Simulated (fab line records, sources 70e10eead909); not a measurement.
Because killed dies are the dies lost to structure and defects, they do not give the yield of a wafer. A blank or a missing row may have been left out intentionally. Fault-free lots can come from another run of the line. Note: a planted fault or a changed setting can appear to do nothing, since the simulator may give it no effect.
Matching of chambers / flow nand_harc / NHARC_A_CHANNEL_FILL_D1_ALD_25 on ald_hk-04 has 4 sister chambers
The step deposits SiOx, target thk 60 nm, pulse time 10 s, ald cycles 600. 16 wafers are shown with their chamber, then 8 later ones without.

## EACH WAFER AND ITS CHAMBER
wafer=L075.2; chamber=0; heater_power_w (W)=518; susceptor_temp_C (C)=300.23; precursor_pulse_height_rel=1.036
wafer=L075.4; chamber=2; heater_power_w (W)=436; susceptor_temp_C (C)=300.06; precursor_pulse_height_rel=0.980
wafer=L075.1; chamber=3; heater_power_w (W)=396; susceptor_temp_C (C)=299.96; precursor_pulse_height_rel=1.019
wafer=L076.2; chamber=0; heater_power_w (W)=515; susceptor_temp_C (C)=300.11; precursor_pulse_height_rel=0.995
wafer=L076.4; chamber=3; heater_power_w (W)=398; susceptor_temp_C (C)=300.00; precursor_pulse_height_rel=1.046
wafer=L076.6; chamber=1; heater_power_w (W)=449; susceptor_temp_C (C)=299.93; precursor_pulse_height_rel=0.982
wafer=L081.1; chamber=3; heater_power_w (W)=391; susceptor_temp_C (C)=300.09; precursor_pulse_height_rel=0.996
wafer=L081.5; chamber=1; heater_power_w (W)=472; susceptor_temp_C (C)=299.95; precursor_pulse_height_rel=1.024
wafer=L081.6; chamber=0; heater_power_w (W)=523; susceptor_temp_C (C)=300.12; precursor_pulse_height_rel=0.996
wafer=L089.3; chamber=2; heater_power_w (W)=430; susceptor_temp_C (C)=299.97; precursor_pulse_height_rel=0.976
wafer=L089.4; chamber=3; heater_power_w (W)=399; susceptor_temp_C (C)=299.92; precursor_pulse_height_rel=1.017
wafer=L089.6; chamber=2; heater_power_w (W)=433; susceptor_temp_C (C)=300.16; precursor_pulse_height_rel=0.995
wafer=L088.3; chamber=2; heater_power_w (W)=435; susceptor_temp_C (C)=300.08; precursor_pulse_height_rel=0.974
wafer=L088.4; chamber=0; heater_power_w (W)=514; susceptor_temp_C (C)=300.20; precursor_pulse_height_rel=1.018
wafer=L088.5; chamber=2; heater_power_w (W)=432; susceptor_temp_C (C)=299.93; precursor_pulse_height_rel=0.980
wafer=L093.1; chamber=1; heater_power_w (W)=459; susceptor_temp_C (C)=299.98; precursor_pulse_height_rel=1.016

SIGNATURES (means of the wafers above)
reading=heater_power_w; chamber 0=517.50; chamber 1=460.00; chamber 2=433.20; chamber 3=396.00; scatter within a chamber=5.6
reading=susceptor_temp_C; chamber 0=300.1650; chamber 1=299.9533; chamber 2=300.0400; chamber 3=299.9925; scatter within a chamber=0.0713
reading=precursor_pulse_height_rel; chamber 0=1.01125; chamber 1=1.00733; chamber 2=0.98100; chamber 3=1.01950; scatter within a chamber=0.0175
Rule: for each reading, subtract the chamber's mean from the wafer's reading, divide by that reading's scatter and square the result; add these up over the readings and take the root, which gives the wafer's distance from the chamber. If the next closest chamber is less than 2 further off than the closest, the wafer can't be placed; otherwise it belongs to the closest. The scatter is the square root of a quotient: the sum, over the shown wafers, of each reading's squared deviation from its chamber's mean, divided by wafers minus chambers.

## WAFERS WITH NO CHAMBER GIVEN
wafer=L093.2; heater_power_w (W)=394; susceptor_temp_C (C)=299.56; precursor_pulse_height_rel=0.983
wafer=L093.4; heater_power_w (W)=430; susceptor_temp_C (C)=299.70; precursor_pulse_height_rel=0.991
wafer=L094.2; heater_power_w (W)=471; susceptor_temp_C (C)=299.99; precursor_pulse_height_rel=0.996
wafer=L094.3; heater_power_w (W)=524; susceptor_temp_C (C)=299.69; precursor_pulse_height_rel=1.004
wafer=L094.6; heater_power_w (W)=510; susceptor_temp_C (C)=299.77; precursor_pulse_height_rel=1.012
wafer=L097.3; heater_power_w (W)=461; susceptor_temp_C (C)=300.12; precursor_pulse_height_rel=0.974
wafer=L097.5; heater_power_w (W)=430; susceptor_temp_C (C)=300.12; precursor_pulse_height_rel=1.025
wafer=L097.6; heater_power_w (W)=462; susceptor_temp_C (C)=300.43; precursor_pulse_height_rel=0.979

## WHICH CHAMBER EACH WENT THROUGH
wafer=L093.2; from the rows above=3; in truth=3
wafer=L093.4; from the rows above=can't be placed: 2 or 1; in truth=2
wafer=L094.2; from the rows above=1; in truth=1
wafer=L094.3; from the rows above=0; in truth=0
wafer=L094.6; from the rows above=0; in truth=0
wafer=L097.3; from the rows above=1; in truth=1
wafer=L097.5; from the rows above=2; in truth=2
wafer=L097.6; from the rows above=can't be placed: 1 or 2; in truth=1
Placed correctly: 6 of 8. From these rows, 2 cannot be placed; in 2 the true chamber is one of the candidates. Number placed wrongly: 0.
